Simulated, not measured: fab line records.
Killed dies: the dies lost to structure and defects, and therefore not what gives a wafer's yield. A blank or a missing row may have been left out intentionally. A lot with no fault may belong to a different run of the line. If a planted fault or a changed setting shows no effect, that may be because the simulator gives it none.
fab line records	flow n5Finfet	part 1 of 2: steps 1 to 4 of 6
record lots=20	wafers=60	lastDay=18
route steps=1938 shown WELL_APT@44 PMOS_HMC_CHANNEL_EPI@71 FIN_SAQP@134 FIN_CUT@166
lots that met no fault: taken from a fault-free run of the same line
startH: the number of hours between the record's first day and the start of the first shown wafer of the lot	waitH: hours elapsed since this lot's preceding step	" identical to the entry in the row above	L1.1+2: a single row standing in for several wafers	- value missing, or start not given	* or withheld: withheld	< > ~ a bound
route shown NAME@n: a module of which the file shows steps, and the number in the route of the first	usual: mean/standard deviation taken from wafers without a fault	same: alike in all rows	chamber/n: place in a boat	sites: the reading at each site	_std_site: their standard deviation	_edge_site: the outer-site mean with the inner-site mean subtracted	radiusMm: how far each site lies from the wafer's centre	mask NAME#n: copy n	behind: the last tool/chamber to shape the wafer	hold: why the lot went on hold/how many hours it stayed there/how the hold came to an end	device: names the non-switching transistor (n, p or np)	end of line: the route-end tests of the same wafers	a step given without rows: its recipe and nothing more	killed: at the first sort, the dies lost to defects and structure; wafer yield is something else	map: dies across one wafer; x = killed, . = not, _ = none there
set.NAME: the setting the step ran with; set.NAME@STEP: the setting that earlier step ran with	model.NAME: the simulator's own value behind a step, which no gauge read
the route's steps for a sample of lots (tables are steps, rows are wafers)
services: when a tool's chamber went out of use (startH, in hours from the record's first day, below 0 if earlier), for how many hours, and the reason
## steps
# step N5_WELL_APT_OVL_MEAS_26
# recipe pointsPerWafer=44
# usual PWELL_OVL=3/4
# same pointsPerWafer=44
lot.wafer	tool	chamber	startH	waitH	PWELL_OVL[nm]
L075.2	overlay-02	0	26.96	0.0	3
L075.4	"	0	"	"	5
L075.6	"	0	"	"	9
L076.1	overlay-02	0	27.20	0.0	6
L076.3	"	0	"	"	7
L076.6	"	0	"	"	8
L077.1	overlay-02	0	33.59	0.0	0
L077.3	"	0	"	"	1
L077.6	"	0	"	"	-1
L078.3	overlay-01	0	38.84	0.0	-1
L078.4	"	0	"	"	8
L078.5	"	0	"	"	2
L079.3	overlay-02	0	45.02	0.0	1
L079.4	"	0	"	"	5
L079.6	"	0	"	"	5
L080.1	overlay-01	0	50.77	0.0	2
L080.3	"	0	"	"	-3
L080.6	"	0	"	"	4
L081.2	overlay-02	0	56.93	0.0	5
L081.3	"	0	"	"	-1
L081.5	"	0	"	"	5
L082.1	overlay-01	0	62.71	0.0	4
L082.2	"	0	"	"	-1
L082.4	"	0	"	"	-3
L083.1	overlay-02	0	69.46	0.0	1
L083.2	"	0	"	"	6
L083.4	"	0	"	"	5
L084.1	overlay-02	0	74.72	0.0	-6
L084.2	"	0	"	"	3
L084.6	"	0	"	"	6
L085.2	overlay-02	0	80.71	0.0	0
L085.3	"	0	"	"	-2
L085.6	"	0	"	"	4
L086.1	overlay-02	0	88.12	0.0	2
L086.3	"	0	"	"	-2
L086.6	"	0	"	"	5
L087.1	overlay-02	0	93.27	0.0	6
L087.3	"	0	"	"	8
L087.6	"	0	"	"	5
L088.2	overlay-01	0	99.34	0.0	-4
L088.3	"	0	"	"	8
L088.5	"	0	"	"	3
L089.2	overlay-01	0	106.34	0.0	9
L089.3	"	0	"	"	0
L089.4	"	0	"	"	5
L090.1	overlay-01	0	110.73	0.0	7
L090.4	"	0	"	"	9
L090.5	"	0	"	"	10
L093.1	overlay-01	0	129.10	0.0	-2
L093.2	"	0	"	"	0
L093.4	"	0	"	"	3
L094.1	overlay-02	0	135.43	0.0	5
L094.2	"	0	"	"	7
L094.5	"	0	"	"	3
L095.2	overlay-01	0	141.24	0.0	0
L095.3	"	0	"	"	-1
L095.4	"	0	"	"	-3
L097.2	overlay-02	0	155.83	0.0	3
L097.4	"	0	"	"	-1
L097.5	"	0	"	"	6
# step N5_PMOS_HMC_CHANNEL_EPI_STRIP_33
# recipe chemistry=N2/H2	powerW=500	tempC=40	pressureMtorr=50	rfFrequencyHz=6e+07	overashFraction=0.3	biasPowerW=8	h2Frac=0.5	n2FlowSccm=300	h2FlowSccm=300
# usual biasPowerW=8.000/0.023	drypumpMotorCurrentA=5.9/0.38	oesProductAu=0.78/0.099	rfVppV=53.9/1.7	showerheadPlenumPTorr=3.36/0.11	tempC=40.02/0.11	throttleValvePct=19.2/0.3
lot.wafer	tool	chamber	startH	waitH	biasPowerW	drypumpMotorCurrentA	oesProductAu	rfHoursCounterH	rfVppV	showerheadPlenumPTorr	tempC	throttleValvePct
L075.2	rieDiel-04	0	29.40	0.0	8.054	6.4	0.72	200	54.4	3.21	39.97	19.3
L075.4	"	2	"	"	7.994	5.4	0.77	110	55.5	3.53	40.06	18.7
L075.6	"	2	"	"	8.003	5.4	0.78	-	55.7	3.53	40.11	18.8
L076.1	rieDiel-02	0	29.90	0.0	7.974	6.6	0.73	173	54.1	3.20	40.13	19.2
L076.3	"	2	"	"	7.998	5.2	0.67	242	54.0	3.45	40.06	19.3
L076.6	"	3	"	"	7.998	5.9	0.69	-	54.5	3.46	39.95	19.3
L077.1	rieDiel-06	2	36.12	0.0	8.049	6.0	0.79	90	54.2	3.53	40.14	18.7
L077.3	"	3	"	"	8.010	5.9	0.91	27	53.7	3.30	40.09	19.6
L077.6	"	2	"	"	7.994	6.0	0.79	-	55.1	3.53	39.75	18.7
L078.3	rieDiel-04	1	41.22	0.0	8.001	5.8	0.69	193	53.6	3.35	40.12	19.3
L078.4	"	0	"	"	8.006	6.3	0.71	204	55.8	3.21	39.94	19.3
L078.5	"	2	"	"	8.010	5.4	0.78	-	51.7	3.53	40.11	18.7
L079.3	rieDiel-02	3	47.53	0.0	8.006	5.9	0.68	246	52.5	3.45	40.08	19.3
L079.4	"	0	"	"	8.003	6.5	0.74	179	49.0	3.20	40.15	19.2
L079.6	"	0	"	"	8.004	6.5	0.73	-	54.4	3.20	40.01	19.3
L080.1	rieDiel-02	1	53.21	0.1	7.983	5.9	0.81	104	55.6	3.38	40.09	19.5
L080.3	"	1	"	"	8.001	5.9	0.80	-	49.0	3.38	40.09	19.5
L080.6	"	3	"	"	7.998	5.9	0.70	-	52.8	3.45	40.12	19.3
L081.2	rieDiel-02	0	59.76	0.0	8.044	6.6	0.73	181	55.0	3.20	40.05	19.3
L081.3	"	1	"	"	8.045	5.9	0.78	107	53.2	3.38	40.14	19.6
L081.5	"	1	"	"	8.001	5.9	0.80	-	53.5	3.38	40.12	19.5
L082.1	rieDiel-02	1	65.17	0.0	7.983	5.9	0.77	110	53.6	3.38	40.08	19.5
L082.2	"	2	"	"	8.020	5.2	0.66	252	55.7	3.45	40.01	19.3
L082.4	"	2	"	"	7.987	5.2	0.67	-	54.8	3.44	40.11	19.4
L083.1	rieDiel-04	0	71.80	0.0	7.972	6.3	0.70	214	54.7	3.20	40.03	19.3
L083.2	"	2	"	"	7.998	5.4	0.76	121	57.3	3.53	40.13	18.8
L083.4	"	3	"	"	7.995	5.4	0.92	20	56.0	3.45	39.99	19.0
L084.1	rieDiel-02	1	77.74	0.0	8.001	5.9	0.78	115	54.6	3.38	40.03	19.6
L084.2	"	3	"	"	7.984	5.9	0.98	2	54.0	3.45	39.94	18.8
L084.6	"	3	"	"	8.020	5.9	0.99	-	54.3	3.45	40.12	18.8
L085.2	rieDiel-02	0	83.43	0.0	7.993	6.5	0.72	192	55.4	3.19	40.05	19.3
L085.3	"	1	"	"	7.998	5.9	0.77	118	53.7	3.37	40.01	19.5
L085.6	"	1	"	"	8.031	5.9	0.78	-	52.8	3.37	39.88	19.5
L086.1	rieDiel-02	1	91.23	0.0	7.960	5.9	0.78	120	55.0	3.37	39.85	19.5
L086.3	"	3	"	"	7.975	5.9	0.97	7	56.3	3.45	40.28	18.9
L086.6	"	0	"	"	7.997	6.5	0.73	-	55.2	3.19	39.75	19.3
L087.1	rieDiel-02	0	96.38	0.0	8.006	6.5	0.73	196	53.2	3.19	40.15	19.3
L087.3	"	3	"	"	8.019	5.9	0.97	9	54.7	3.44	39.95	18.8
L087.6	"	3	"	"	8.009	5.9	0.96	-	55.8	3.44	39.96	18.8
L088.2	rieDiel-04	3	103.11	0.0	8.003	5.4	0.91	29	53.5	3.44	39.87	19.1
L088.3	"	0	"	"	8.033	6.3	0.70	224	54.4	3.20	39.84	19.3
L088.5	"	3	"	"	8.019	5.4	0.90	-	55.0	3.44	39.90	19.0
L089.2	rieDiel-02	3	109.30	0.0	8.008	5.9	0.95	13	53.3	3.44	39.93	18.8
L089.3	"	1	"	"	8.016	5.9	0.77	126	54.5	3.37	40.05	19.5
L089.4	"	0	"	"	8.036	6.6	0.72	200	55.0	3.19	40.12	19.3
L090.1	rieDiel-04	3	113.59	0.0	7.998	5.4	0.91	35	55.2	3.44	40.03	19.1
L090.4	"	3	"	"	7.995	5.4	0.89	-	54.0	3.44	39.90	19.0
L090.5	"	0	"	"	8.009	6.3	0.70	-	54.1	3.19	39.92	19.3
L093.1	rieDiel-04	0	131.67	0.0	7.993	6.4	0.69	237	57.2	3.19	40.04	19.3
L093.2	"	3	"	"	7.979	5.4	0.87	42	53.7	3.43	39.93	19.1
L093.4	"	0	"	"	8.050	6.3	0.69	-	54.3	3.19	40.05	19.3
L094.1	rieDiel-02	3	138.05	0.0	7.993	5.9	0.92	22	53.4	3.44	40.14	18.9
L094.2	"	0	"	"	7.979	6.6	0.72	208	52.3	3.18	39.98	19.3
L094.5	"	1	"	"	8.004	5.9	0.76	-	56.1	3.37	39.81	19.6
L095.2	rieDiel-06	2	143.65	0.0	8.009	6.0	0.76	123	52.6	3.51	40.23	18.8
L095.3	"	0	"	"	7.963	5.9	0.93	18	52.8	3.43	39.82	18.2
L095.4	"	1	"	"	8.005	5.9	0.68	240	50.7	3.17	40.18	19.2
L097.2	rieDiel-04	3	158.28	0.0	8.038	5.4	0.84	53	55.6	3.43	40.02	19.1
L097.4	"	1	"	"	7.961	5.8	0.67	-	54.2	3.33	40.03	19.4
L097.5	"	0	"	"	7.991	6.3	0.67	-	55.1	3.18	40.12	19.3
# step N5_FIN_SAQP_ETCH_69
# recipe chemistry=N2/H2	target=SOC	targetDepthA=1500	stopOn=SiNx	ionEnergyEv=100	biasW=61	pressureMtorr=30	sourceW=850	n2FlowSccm=200	h2FlowSccm=200
# usual drypumpMotorCurrentA=5.6/0.54	oesProductAu=0.80/0.064	rfVppV=241.1/1.4	showerheadPlenumPTorr=2.59/0.089	throttleValvePct=17.87/0.12
lot.wafer	tool	chamber	startH	waitH	drypumpMotorCurrentA	oesProductAu	rfHoursCounterH	rfVppV	showerheadPlenumPTorr	throttleValvePct
L075.2	rieDiel-01	2	36.41	-	4.9	0.78	122	242.6	2.64	17.82
L075.4	"	2	"	"	5.0	0.78	-	242.9	2.64	17.83
L075.6	"	3	"	"	5.3	0.75	-	240.8	2.65	17.74
L076.1	rieDiel-01	2	37.36	-	5.0	0.77	122	241.4	2.64	17.82
L076.3	"	0	"	"	6.4	0.86	44	241.9	2.61	17.69
L076.6	"	2	"	"	5.0	0.77	-	242.4	2.64	17.83
L077.1	rieDiel-05	1	45.16	-	5.7	0.89	35	239.8	2.50	17.89
L077.3	"	2	"	"	5.6	0.92	10	243.9	2.73	17.82
L077.6	"	1	"	"	5.7	0.89	-	240.8	2.50	17.90
L078.3	rieDiel-05	2	50.26	-	5.6	0.92	12	243.0	2.73	17.82
L078.4	"	1	"	"	5.7	0.89	38	241.3	2.50	17.90
L078.5	"	0	"	"	6.2	0.85	-	240.4	2.47	17.87
L079.3	rieDiel-05	1	54.52	-	5.7	0.88	39	239.5	2.50	17.89
L079.4	"	3	"	"	4.6	0.87	28	243.1	2.70	17.78
L079.6	"	0	"	"	6.2	0.85	-	240.2	2.47	17.87
L080.1	rieDiel-01	1	61.01	-	5.2	0.95	3	243.1	2.61	17.64
L080.3	"	2	"	"	5.0	0.77	131	241.2	2.63	17.86
L080.6	"	2	"	"	5.0	0.76	-	241.7	2.64	17.85
L081.2	rieDiel-01	1	66.52	-	5.2	0.94	5	240.8	2.61	17.65
L081.3	"	2	"	"	5.0	0.76	133	242.1	2.63	17.84
L081.5	"	1	"	"	5.2	0.94	-	240.6	2.61	17.64
L082.1	rieDiel-03	0	72.17	-	5.7	0.79	92	241.5	2.69	17.82
L082.2	"	3	"	"	6.3	0.73	185	238.9	2.44	18.08
L082.4	"	2	"	"	5.3	0.81	-	240.4	2.57	17.94
L083.1	rieDiel-03	3	79.18	-	6.4	0.71	189	240.7	2.43	18.08
L083.2	"	0	"	"	5.7	0.79	95	242.9	2.68	17.85
L083.4	"	0	"	"	5.7	0.79	-	243.1	2.68	17.86
L084.1	rieDiel-01	3	84.82	-	5.4	0.74	155	242.6	2.65	17.77
L084.2	"	0	"	"	6.3	0.84	61	240.7	2.60	17.71
L084.6	"	2	"	"	4.9	0.76	-	241.8	2.63	17.86
L085.2	rieDiel-03	0	91.26	-	5.7	0.79	103	242.7	2.68	17.86
L085.3	"	2	"	"	5.3	0.80	77	240.7	2.56	17.96
L085.6	"	0	"	"	5.7	0.79	-	242.7	2.68	17.87
L086.1	rieDiel-01	1	101.49	-	5.2	0.90	17	240.4	2.60	17.66
L086.3	"	0	"	"	6.4	0.83	69	241.5	2.60	17.75
L086.6	"	2	"	"	5.0	0.74	-	242.8	2.63	17.90
L087.1	rieDiel-03	3	105.71	-	6.3	0.71	206	238.7	2.43	18.10
L087.3	"	2	"	"	5.3	0.78	87	240.1	2.56	17.98
L087.6	"	3	"	"	6.3	0.71	-	238.1	2.43	18.11
L088.2	rieDiel-05	3	110.33	-	4.6	0.87	39	241.2	2.69	17.79
L088.3	"	2	"	"	5.6	0.89	25	241.6	2.72	17.85
L088.5	"	2	"	"	5.6	0.90	-	240.9	2.72	17.85
L089.2	rieDiel-01	2	117.02	-	5.0	0.74	157	242.0	2.62	17.88
L089.3	"	1	"	"	5.2	0.88	25	240.3	2.60	17.68
L089.4	"	0	"	"	6.3	0.81	78	242.1	2.59	17.73
L090.1	rieDiel-01	3	120.47	-	5.3	0.72	167	240.6	2.64	17.80
L090.4	"	1	"	"	5.2	0.88	27	243.2	2.60	17.69
L090.5	"	0	"	"	6.4	0.80	-	240.0	2.59	17.76
L093.1	rieDiel-05	3	139.03	-	4.6	0.84	49	243.1	2.69	17.80
L093.2	"	2	"	"	5.6	0.87	35	242.3	2.72	17.87
L093.4	"	1	"	"	5.7	0.85	61	239.7	2.49	17.95
L094.1	rieDiel-03	2	145.42	-	5.3	0.77	106	241.3	2.55	17.99
L094.2	"	3	"	"	6.3	0.69	225	239.0	2.42	18.14
L094.5	"	3	"	"	6.3	0.69	-	239.4	2.42	18.14
L095.2	rieDiel-05	2	150.58	-	5.6	0.87	38	242.7	2.72	17.86
L095.3	"	3	"	"	4.6	0.84	53	244.5	2.69	17.81
L095.4	"	2	"	"	5.6	0.86	-	243.1	2.72	17.86
L097.2	rieDiel-03	0	165.82	-	5.7	0.75	139	242.4	2.67	17.92
L097.4	"	3	"	"	6.3	0.68	232	240.3	2.42	18.16
L097.5	"	1	"	"	5.2	0.79	-	240.8	2.57	17.90
# step N5_FIN_CUT_DESCUM_13
# recipe chemistry=O2	timeS=7	sourcePowerW=50	biasPowerW=20	pressureMtorr=20	rfFrequencyHz=2.712e+07	tempC=40	resist=CAR-EUV	o2FlowSccm=225
# usual biasPowerW=20.00/0.062	drypumpMotorCurrentA=5.9/0.36	oesProductAu=0.78/0.099	rfVppV=243.1/1.5	showerheadPlenumPTorr=2.09/0.083	tempC=40.01/0.1	throttleValvePct=20.47/0.22
lot.wafer	tool	chamber	startH	waitH	biasPowerW	drypumpMotorCurrentA	oesProductAu	rfHoursCounterH	rfVppV	showerheadPlenumPTorr	tempC	throttleValvePct
L075.2	rieDiel-02	1	38.38	0.0	20.02	5.9	0.79	100	243.7	2.11	40.01	20.55
L075.4	"	2	"	"	20.05	5.3	0.67	244	244.6	2.15	39.93	20.60
L075.6	"	3	"	"	20.08	5.9	0.68	-	243.8	2.16	39.90	20.79
L076.1	rieDiel-02	2	39.28	0.1	19.98	5.2	0.67	245	244.3	2.15	40.01	20.61
L076.3	"	1	"	"	19.94	5.9	0.79	100	243.4	2.11	39.88	20.59
L076.6	"	2	"	"	20.06	5.2	0.67	-	245.6	2.15	40.16	20.61
L077.1	rieDiel-06	2	47.12	0.0	20.14	5.9	0.80	94	246.4	2.22	40.07	20.23
L077.3	"	3	"	"	19.98	5.8	0.89	30	241.9	2.04	39.93	20.67
L077.6	"	0	"	"	19.98	5.9	0.69	-	244.1	2.16	40.06	20.46
L078.3	rieDiel-06	2	52.10	0.0	19.99	5.9	0.79	94	245.0	2.22	40.11	20.24
L078.4	"	3	"	"	20.01	5.9	0.89	30	242.1	2.04	40.06	20.67
L078.5	"	1	"	"	19.98	5.9	0.70	-	243.4	1.96	40.00	20.43
L079.3	rieDiel-06	1	56.48	0.0	19.93	6.0	0.70	211	241.4	1.96	40.16	20.43
L079.4	"	2	"	"	19.96	5.9	0.78	95	245.3	2.22	40.13	20.22
L079.6	"	3	"	"	19.96	5.9	0.89	-	243.1	2.04	39.84	20.70
L080.1	rieDiel-02	1	62.84	0.0	19.91	5.9	0.79	109	243.0	2.10	40.06	20.58
L080.3	"	2	"	"	20.10	5.2	0.67	250	243.0	2.14	40.04	20.62
L080.6	"	1	"	"	19.89	5.9	0.78	-	244.6	2.10	39.93	20.57
L081.2	rieDiel-04	0	68.55	0.0	19.99	6.3	0.71	212	241.7	2.00	40.26	20.81
L081.3	"	3	"	"	20.05	5.4	0.92	18	244.7	2.14	39.98	20.07
L081.5	"	3	"	"	20.08	5.4	0.92	-	244.7	2.14	39.94	20.08
L082.1	rieDiel-06	3	74.07	0.0	20.01	5.9	0.88	37	241.5	2.04	40.11	20.69
L082.2	"	1	"	"	19.96	6.0	0.70	218	242.4	1.96	40.05	20.42
L082.4	"	1	"	"	19.91	5.9	0.70	-	241.5	1.96	40.01	20.43
L083.1	rieDiel-02	3	81.62	0.4	20.11	5.9	0.98	4	244.7	2.16	40.03	20.37
L083.2	"	1	"	"	19.97	5.9	0.78	117	242.8	2.10	39.98	20.60
L083.4	"	3	"	"	20.13	5.9	0.98	-	243.4	2.16	39.98	20.37
L084.1	rieDiel-06	0	87.00	0.0	20.03	5.8	0.98	2	243.5	2.16	39.86	20.10
L084.2	"	1	"	"	20.10	5.9	0.69	223	240.5	1.96	40.03	20.46
L084.6	"	0	"	"	20.01	5.9	0.98	-	244.7	2.16	40.05	20.11
L085.2	rieDiel-04	1	93.34	0.0	19.99	5.8	0.70	209	241.9	2.06	39.92	20.53
L085.3	"	3	"	"	20.00	5.4	0.91	26	243.2	2.14	40.12	20.08
L085.6	"	1	"	"	19.95	5.8	0.70	-	242.8	2.06	39.92	20.54
L086.1	rieDiel-04	1	104.00	0.2	19.97	5.8	0.69	213	242.2	2.06	39.77	20.54
L086.3	"	3	"	"	19.96	5.4	0.90	30	244.9	2.14	40.01	20.10
L086.6	"	1	"	"	19.98	5.8	0.69	-	242.4	2.06	40.07	20.54
L087.1	rieDiel-04	0	107.81	0.0	20.07	6.4	0.70	226	240.8	2.00	40.06	20.85
L087.3	"	3	"	"	20.02	5.4	0.89	32	245.2	2.14	39.84	20.09
L087.6	"	3	"	"	20.03	5.5	0.90	-	241.5	2.14	39.76	20.07
L088.2	rieDiel-06	1	112.30	0.0	19.98	5.9	0.69	230	242.3	1.96	39.98	20.46
L088.3	"	3	"	"	20.00	5.9	0.87	49	241.1	2.03	40.06	20.72
L088.5	"	1	"	"	20.06	6.0	0.69	-	241.1	1.96	39.81	20.46
L089.2	rieDiel-02	2	119.99	0.0	20.00	5.3	0.98	6	243.9	2.14	39.97	20.30
L089.3	"	0	"	"	19.94	6.6	0.72	203	241.8	1.97	40.11	20.37
L089.4	"	3	"	"	20.03	5.9	0.94	16	245.8	2.16	40.16	20.37
L090.1	rieDiel-06	0	122.85	0.5	20.02	5.8	0.95	11	243.8	2.16	40.03	20.12
L090.4	"	1	"	"	19.96	5.9	0.69	233	241.4	1.96	39.95	20.46
L090.5	"	2	"	"	19.96	5.9	0.77	-	243.9	2.21	39.91	20.27
L093.1	rieDiel-02	1	141.06	0.0	20.06	5.9	0.76	136	242.7	2.09	40.14	20.62
L093.2	"	0	"	"	20.06	6.5	0.72	209	241.3	1.97	40.04	20.37
L093.4	"	2	"	"	20.08	5.2	0.94	13	243.8	2.14	39.99	20.35
L094.1	rieDiel-04	3	147.52	0.0	20.08	5.4	0.87	48	243.5	2.13	39.81	20.11
L094.2	"	0	"	"	20.05	6.3	0.68	243	241.3	1.99	40.00	20.86
L094.5	"	1	"	"	19.91	5.8	0.68	-	242.3	2.06	40.14	20.58
L095.2	rieDiel-02	1	153.02	0.0	20.05	5.9	0.76	139	244.0	2.09	39.82	20.62
L095.3	"	2	"	"	20.03	5.2	0.94	16	244.9	2.14	39.88	20.32
L095.4	"	0	"	"	19.90	6.6	0.71	212	240.9	1.97	39.94	20.38
L097.2	rieDiel-02	1	167.66	0.0	19.99	5.9	0.76	145	243.5	2.09	40.03	20.63
L097.4	"	0	"	"	20.05	6.6	0.71	-	241.6	1.97	39.93	20.40
L097.5	"	3	"	"	20.00	5.9	0.91	-	243.0	2.15	40.09	20.41
